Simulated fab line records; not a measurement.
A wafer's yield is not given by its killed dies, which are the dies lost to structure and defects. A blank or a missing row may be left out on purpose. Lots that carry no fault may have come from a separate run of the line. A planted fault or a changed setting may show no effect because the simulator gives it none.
fab line records ; flow nandHarc
[record] lots = 12; wafers = 36; lastDay = 34
route steps=1302 shown A_CHANNEL_HOLE_D1@484 A_CHANNEL_FILL_D1@494 A_DECK1_JOINT@530
lots with no fault: from the same line, run without faults
startH: start of the lot's first displayed wafer, in hours after the record's first day ; waitH: hours since the lot's step before ; " same as the row above ; L1.1+2: one row covering several wafers at once ; - no value, or no start was given ; * or withheld: withheld ; < > ~ a bound
route shown NAME@n: names a module that has steps shown in the file, with the first one's number in the route ; usual: mean/standard deviation of fault-free wafers ; same: alike in all rows ; chamber/n: place in a boat ; sites: the reading at each site ; _std_site: the standard deviation of these ; _edge_site: the outer-site mean with the inner-site mean subtracted ; radiusMm: for every site, how far away it sits from the centre of the wafer ; mask NAME#n: copy n ; behind: tool/chamber where the wafer was last shaped ; hold: what put the lot on hold/how long, in hours/how the hold closed ; device: transistor that didn't switch, given as n, p or np ; end of line: tests run on the same wafers once the route is complete ; step lacking rows: just its recipe ; killed: dies that structure and defects cost at the first sort, which is not the same as the wafer's yield ; map: per-die view of a wafer (x killed, . not killed, _ where there is no die)
set.NAME: the run value of the setting; set.NAME@STEP: its run value at that earlier step ; model.NAME: the simulator's own value behind a step, which no gauge read
route steps across a sampled set of lots; one table per step, one row per wafer
services: a tool's chamber out of use, with start hour (startH, from the record's first day; less than 0 if before it), hours out, and reason
[[steps]]
[step NHARC_A_CHANNEL_HOLE_D1_STRIP_27]
[recipe] o2FlowSccm = 500; arFlowSccm = 0; biasW = 0; chemistry = O2
[usual] drypumpMotorCurrentA = 5.7/0.5; oesProductAu = 0.996/0.0071; rfVppV = 57.6/0.8; showerheadPlenumPTorr = 3.45/0.12; throttleValvePct = 17.037/0.0086
lot.wafer;tool;chamber;startH;waitH;drypumpMotorCurrentA;oesProductAu;rfHoursCounterH;rfVppV;showerheadPlenumPTorr;throttleValvePct
L487.2;rieDiel-13;0;-;-;6.3;1.001;1;56.5;3.37;17.041
L487.4;rieDiel-13;1;-;-;5.0;0.994;2;56.4;3.47;17.025
L487.1;rieDiel-13;3;-;-;5.4;0.988;1;58.2;3.69;17.042
L488.4;rieDiel-13;2;-;-;5.6;0.992;2;57.9;3.36;17.026
L488.1;rieDiel-13;3;-;-;5.4;0.986;2;58.1;3.69;17.034
L488.6;rieDiel-13;2;-;-;5.6;0.992;-;56.6;3.36;17.041
L489.3;rieDiel-13;1;-;-;5.1;0.996;3;56.8;3.47;17.039
L489.1;rieDiel-13;2;-;-;5.6;0.997;3;57.0;3.36;17.029
L489.5;rieDiel-13;1;-;-;5.1;0.999;-;58.5;3.47;17.036
L490.4;rieDiel-13;1;-;-;5.1;1.000;4;57.7;3.46;17.048
L490.3;rieDiel-13;2;-;-;5.6;0.984;4;57.8;3.36;17.051
L490.2;rieDiel-13;3;-;-;5.4;0.983;4;58.6;3.68;17.047
L501.2;rieDiel-13;0;-;-;6.3;0.997;15;58.5;3.37;17.041
L501.3;rieDiel-13;1;-;-;5.1;1.006;14;58.1;3.46;17.032
L501.4;rieDiel-13;2;-;-;5.6;0.992;14;58.1;3.36;17.042
L500.2;rieDiel-13;1;-;-;5.1;1.006;14;58.7;3.46;17.022
L500.4;rieDiel-13;3;-;-;5.4;0.996;16;57.4;3.68;17.032
L500.5;rieDiel-13;1;-;-;5.1;1.009;-;58.1;3.46;17.054
L502.4;rieDiel-04;0;-;-;6.0;0.999;58;56.8;3.32;17.040
L502.3;rieDiel-04;1;-;-;6.8;1.006;53;56.8;3.65;17.030
L502.2;rieDiel-04;2;-;-;6.3;0.999;53;56.8;3.42;17.048
L505.4;rieDiel-13;1;-;-;5.1;0.989;4;58.0;3.46;17.022
L505.1;rieDiel-13;2;-;-;5.6;0.993;3;57.8;3.35;17.044
L505.6;rieDiel-13;0;-;-;6.3;0.993;-;57.5;3.36;17.030
L506.1;rieDiel-13;2;-;-;5.6;0.995;4;56.6;3.35;17.045
L506.4;rieDiel-13;3;-;-;5.4;0.995;4;57.7;3.68;17.037
L506.2;rieDiel-13;0;-;-;6.3;1.000;5;58.9;3.36;17.046
L507.3;rieDiel-04;3;-;-;6.0;0.995;11;57.3;3.45;17.046
L507.1;rieDiel-04;2;-;-;6.3;0.997;12;57.1;3.42;17.039
L507.5;rieDiel-04;3;-;-;6.0;0.995;-;57.3;3.45;17.029
L508.2;rieDiel-13;1;420.76;0.2;5.1;0.997;8;56.3;3.46;17.054
L508.5;rieDiel-13;2;420.76;0.2;5.6;0.995;-;58.0;3.35;17.014
L508.6;rieDiel-13;1;420.76;0.2;5.1;0.986;-;57.0;3.46;17.042
L509.4;rieDiel-02;1;-;-;5.7;0.993;5;58.3;3.41;17.041
L509.1;rieDiel-02;3;-;-;5.4;0.994;5;57.4;3.49;17.054
L509.5;rieDiel-02;0;-;-;4.9;1.007;-;59.1;3.81;17.027
[step NHARC_A_CHANNEL_FILL_D1_ALD_14]
[recipe] targetThkA = 25; pulseTimeS = 10; aldCycles = 25; tempC = 300; material = SiO2
[usual] heaterPowerW = 485/46; precursorPulseHeightRel = 1.002/0.02
lot.wafer;tool;chamber;startH;waitH;heaterPowerW;precursorPulseHeightRel
L487.1;aldHk-02;0;198.90;0.0;446;0.962
L487.4;aldHk-02;2;198.90;0.0;408;0.973
L487.2;aldHk-02;3;198.90;0.0;500;1.003
L488.4;aldHk-01;1;210.24;0.1;486;1.052
L488.1;aldHk-01;3;210.24;0.1;528;0.993
L488.6;aldHk-01;1;210.24;0.1;497;1.014
L489.3;aldHk-02;0;226.45;0.1;463;0.999
L489.1;aldHk-02;1;226.45;0.1;522;0.984
L489.5;aldHk-02;2;226.45;0.1;387;1.039
L490.3;aldHk-04;3;239.40;0.0;501;1.003
L490.2;aldHk-04;1;239.40;0.0;545;1.004
L490.4;aldHk-04;2;239.40;0.0;489;1.005
L501.2;aldHk-02;2;345.26;0.0;391;1.018
L501.3;aldHk-02;0;345.26;0.0;462;0.981
L501.4;aldHk-02;1;345.26;0.0;548;1.006
L500.4;aldHk-04;2;345.34;0.1;499;0.969
L500.2;aldHk-04;3;345.34;0.1;498;0.970
L500.5;aldHk-04;1;345.34;0.1;552;1.000
L502.4;aldHk-01;2;359.59;0.1;465;0.999
L502.2;aldHk-01;3;359.59;0.1;529;0.997
L502.3;aldHk-01;0;359.59;0.1;437;0.990
L505.1;aldHk-02;3;399.54;3.6;533;0.992
L505.4;aldHk-02;0;399.54;3.6;464;1.017
L505.6;aldHk-02;2;399.54;3.6;408;1.015
L506.2;aldHk-04;1;407.44;0.1;548;0.992
L506.1;aldHk-04;2;407.44;0.1;481;0.963
L506.4;aldHk-04;3;407.44;0.1;496;1.010
L507.3;aldHk-02;1;410.94;0.0;545;0.987
L507.1;aldHk-02;3;410.94;0.0;531;0.994
L507.5;aldHk-02;1;410.94;0.0;549;1.018
L509.4;aldHk-02;1;429.19;0.1;548;1.042
L509.1;aldHk-02;2;429.19;0.1;409;0.995
L509.5;aldHk-02;1;429.19;0.1;543;1.031
L508.2;aldHk-01;3;429.35;0.3;532;0.969
L508.5;aldHk-01;0;429.35;0.3;454;1.012
L508.6;aldHk-01;1;429.35;0.3;492;1.022
[step NHARC_A_CHANNEL_FILL_D1_THK_MEAS_06]
[recipe] thkMeasGauge = ellipsometry
[usual] thkNm = 4.9/1
lot.wafer;tool;chamber;startH;waitH;thkNm
L487.1;filmMetro-02;-;230.58;0.4;4.9
L487.2;filmMetro-02;-;230.58;0.4;4.3
L487.4;filmMetro-02;-;230.58;0.4;4.7
L488.1;filmMetro-02;-;239.77;0.4;4.0
L488.4;filmMetro-02;-;239.77;0.4;3.8
L488.6;filmMetro-02;-;239.77;0.4;3.2
L489.1;filmMetro-01;-;255.51;0.4;5.7
L489.3;filmMetro-01;-;255.51;0.4;6.7
L489.5;filmMetro-01;-;255.51;0.4;3.6
L490.2;filmMetro-02;-;268.72;0.4;6.3
L490.3;filmMetro-02;-;268.72;0.4;3.7
L490.4;filmMetro-02;-;268.72;0.4;4.9
L500.2;filmMetro-01;-;375.10;0.4;3.8
L500.4;filmMetro-01;-;375.10;0.4;4.3
L500.5;filmMetro-01;-;375.10;0.4;5.0
L501.2;filmMetro-01;-;375.11;0.4;4.1
L501.3;filmMetro-01;-;375.11;0.4;4.5
L501.4;filmMetro-01;-;375.11;0.4;3.2
L502.2;filmMetro-01;-;390.68;0.4;6.0
L502.3;filmMetro-01;-;390.68;0.4;4.9
L502.4;filmMetro-01;-;390.68;0.4;6.5
L505.1;filmMetro-01;-;430.32;0.4;4.3
L505.4;filmMetro-01;-;430.32;0.4;4.7
L505.6;filmMetro-01;-;430.32;0.4;5.1
L506.1;filmMetro-02;-;436.82;0.4;5.3
L506.2;filmMetro-02;-;436.82;0.4;5.7
L506.4;filmMetro-02;-;436.82;0.4;5.7
L507.1;filmMetro-02;-;440.60;0.4;3.9
L507.3;filmMetro-02;-;440.60;0.4;3.8
L507.5;filmMetro-02;-;440.60;0.4;6.3
L509.1;filmMetro-01;-;464.36;0.4;4.2
L509.4;filmMetro-01;-;464.36;0.4;5.3
L509.5;filmMetro-01;-;464.36;0.4;6.0
L508.2;filmMetro-02;-;464.36;0.4;4.7
L508.5;filmMetro-02;-;464.36;0.4;3.3
L508.6;filmMetro-02;-;464.36;0.4;6.9
[step NHARC_A_DECK1_JOINT_ETCHBACK_00]
[recipe] targetDepthA = 300; timeS = 17.4; hbrFlowSccm = 150; rfW = 350; icpW = 350; biasW = 60; chemistry = HBr
[usual] drypumpMotorCurrentA = 5.6/0.45; oesProductAu = 1.000/0.0071; runLengthS = 38.6/0.34; throttleValvePct = 23.266/0.0096
lot.wafer;tool;chamber;startH;waitH;drypumpMotorCurrentA;oesProductAu;rfHoursCounterH;runLengthS;throttleValvePct
L487.2;rieSi-02;3;253.11;0.1;6.0;1.012;1.0;38.5;23.263
L487.4;rieSi-02;0;253.11;0.1;5.5;0.997;1.0;38.7;23.271
L487.1;rieSi-02;1;253.11;0.1;6.4;0.998;0.9;39.0;23.275
L488.4;rieSi-02;1;262.38;0.1;6.3;0.995;0.9;39.2;23.270
L488.1;rieSi-02;3;262.38;0.1;6.0;1.000;1.1;38.5;23.256
L488.6;rieSi-02;0;262.38;0.1;5.5;0.988;-;38.3;23.248
L489.3;rieSi-03;3;280.41;0.1;5.6;1.003;0.2;38.5;23.264
L489.1;rieSi-03;0;280.41;0.1;5.0;0.996;0.2;38.5;23.256
L489.5;rieSi-03;3;280.41;0.1;5.6;0.999;-;38.5;23.253
L490.2;rieSi-04;1;291.21;0.1;5.3;1.013;0.7;37.9;23.266
L490.4;rieSi-04;2;291.21;0.1;5.2;1.002;0.7;39.2;23.270
L490.3;rieSi-04;3;291.21;0.1;5.7;1.013;0.8;38.7;23.264
L501.4;rieSi-04;2;397.68;0.1;5.2;0.985;0.3;38.7;23.264
L501.3;rieSi-04;3;397.68;0.1;5.7;1.000;0.2;38.5;23.268
L501.2;rieSi-04;0;397.68;0.1;6.3;0.993;0.3;39.0;23.272
L500.2;rieSi-03;2;397.69;0.1;4.9;1.004;1.1;38.7;23.256
L500.4;rieSi-03;0;397.69;0.1;5.0;1.004;0.9;28.6;23.254
L500.5;rieSi-03;2;397.69;0.1;4.9;1.010;-;38.1;23.279
L502.3;rieSi-02;0;416.99;0.1;5.5;0.990;0.8;38.7;23.260
L502.4;rieSi-02;1;416.99;0.1;6.4;0.994;0.9;39.1;23.269
L502.2;rieSi-02;3;416.99;0.1;6.0;0.996;0.7;39.1;23.272
L505.4;rieSi-03;3;457.34;0.1;5.6;1.003;0.3;38.5;23.268
L505.1;rieSi-03;0;457.34;0.1;5.0;0.995;0.3;38.7;23.273
L505.6;rieSi-03;3;457.34;0.1;5.6;1.004;-;38.6;23.263
L506.2;rieSi-02;3;466.01;0.1;6.0;1.003;0.0;38.4;23.270
L506.4;rieSi-02;0;466.01;0.1;5.5;1.016;0.1;38.2;23.252
L506.1;rieSi-02;1;466.01;0.1;6.3;1.002;0.1;39.1;23.252
L507.3;rieSi-03;2;469.45;0.1;4.9;0.989;0.5;38.2;23.285
L507.1;rieSi-03;3;469.45;0.1;5.6;1.001;0.4;38.7;23.284
L507.5;rieSi-03;0;469.45;0.1;5.0;1.010;-;38.1;23.261
L509.1;rieSi-02;3;490.42;0.1;6.0;0.996;0.2;38.7;23.263
L509.4;rieSi-02;0;490.42;0.1;5.5;1.005;0.2;38.4;23.263
L509.5;rieSi-02;3;490.42;0.1;6.0;1.000;-;38.8;23.262
L508.2;rieSi-04;0;490.44;0.1;6.3;1.003;0.9;39.0;23.278
L508.6;rieSi-04;3;490.44;0.1;5.7;0.998;-;38.5;23.274
L508.5;rieSi-04;0;490.44;0.1;6.3;0.990;-;39.1;23.253
[[services]]
tool;chamber;startH;hours;kind
rieSi-04;2;169.27;11.9;repair
aldHk-02;-;170.00;10.0;pm
rieSi-04;1;203.53;6.5;repair
rieSi-03;-;221.01;9.0;pm
aldHk-04;-;237.50;1.5;repair
rieSi-04;0;247.92;3.3;repair
aldHk-04;-;254.07;10.0;pm
rieDiel-13;2;261.36;6.1;repair
rieSi-02;-;277.00;9.0;pm
rieSi-03;0;287.53;8.5;repair
aldHk-01;-;298.83;10.0;pm
rieDiel-13;2;313.72;8.4;repair
rieDiel-13;1;326.52;4.1;repair
rieSi-04;-;331.04;0.3;repair
rieDiel-13;-;342.00;9.0;pm
aldHk-02;-;348.00;10.0;pm
rieSi-03;3;349.81;7.1;repair
rieSi-02;-;394.50;13.8;repair
rieDiel-13;3;396.66;26.0;repair
rieSi-03;-;398.01;9.0;pm
rieDiel-13;0;399.77;27.6;repair
rieSi-02;-;454.00;9.0;pm
rieDiel-13;1;474.49;11.5;repair
rieDiel-13;0;477.69;4.0;repair
[[key]]
[firstSign] step = NHARC_A_DECK1_JOINT_ETCHBACK_00; reading = runLengthS; direction = down; sigmas = 30; usual = *; struck = *
effect none on later readings
metAt NHARC_A_DECK1_JOINT_ETCHBACK_00
struckLots L500
struckWafers L500.4
testerLeftOut L500
notActingAt NHARC_A_CHANNEL_HOLE_D1_STRIP_27,NHARC_A_CHANNEL_FILL_D1_ALD_14,NHARC_A_CHANNEL_FILL_D1_THK_MEAS_06
onsetBetween 280.41 397.69
[fault] kind = processParameterDrift; tool = rieSi-03; chamber = 0; onsetH = 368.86; steps = NHARC_A_DECK1_JOINT_ETCHBACK_00; channel = timeS; offset = *; shape = step; endH = 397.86; actsIn = *; stated = *
// testerLeftOut: of these lots the tester's yield and bins aren't shown, on N5 and GAA mostly nor the transistor test; their killed dies are dies lost to structure and defects alone, not to doping, threshold or leakage, so they don't give the yield
